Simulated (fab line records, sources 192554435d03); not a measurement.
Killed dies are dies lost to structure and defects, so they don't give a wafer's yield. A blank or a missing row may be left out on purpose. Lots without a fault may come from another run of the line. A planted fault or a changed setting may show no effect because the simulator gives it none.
Chamber matching | flow n5_finfet | N5_BEOL_M2_ETCH_69 on rie_diel-01: 4 sister chambers
The step etches SiARC in CF4, target depth 15.6 nm, time 26 s. 8 wafers are shown with their chamber, then 8 later ones without.

WAFERS WITH THEIR CHAMBER
wafer  | chamber | drypump_motor_current_A (A) | throttle_valve_pct (%)
L074.5 | 0       | 5.1                         | 15.32
L075.3 | 2       | 5.8                         | 16.02
L080.3 | 0       | 5.0                         | 15.34
L080.6 | 1       | 5.6                         | 15.18
L084.1 | 3       | 5.2                         | 15.55
L084.5 | 3       | 5.2                         | 15.56
L084.6 | 2       | 5.8                         | 16.06
L090.3 | 1       | 5.6                         | 15.21

WAFERS WITHOUT THEIR CHAMBER
wafer  | drypump_motor_current_A (A) | throttle_valve_pct (%)
L090.4 | 5.8                         | 16.08
L090.6 | 5.8                         | 16.08
L091.1 | 5.1                         | 15.38
L091.3 | 5.6                         | 15.24
L091.5 | 5.1                         | 15.37
L093.1 | 5.2                         | 15.60
L093.3 | 5.0                         | 15.41
L093.4 | 5.2                         | 15.60

WHICH CHAMBER EACH WENT THROUGH
wafer  | from the rows above | in truth
L090.4 | 2                   | 2
L090.6 | 2                   | 2
L091.1 | 0                   | 0
L091.3 | 1                   | 1
L091.5 | 0                   | 0
L093.1 | 3                   | 3
L093.3 | 0                   | 0
L093.4 | 3                   | 3
Placed correctly: 8 of 8. Can't be placed from these rows: 0. Placed wrongly: 0.
How it was worked out, from the rows above alone: a wafer's distance from a chamber is the root of the sum, over the readings, of the square of ((its reading less the chamber's mean) divided by the reading's scatter). The wafer belongs to the nearest chamber; if the next one is less than 2 further off, it can't be placed. A chamber's mean is the mean of its shown wafers. The scatter: the root of (the sum of the squares of (reading less its chamber's mean) over the shown wafers, divided by (wafers less chambers)).
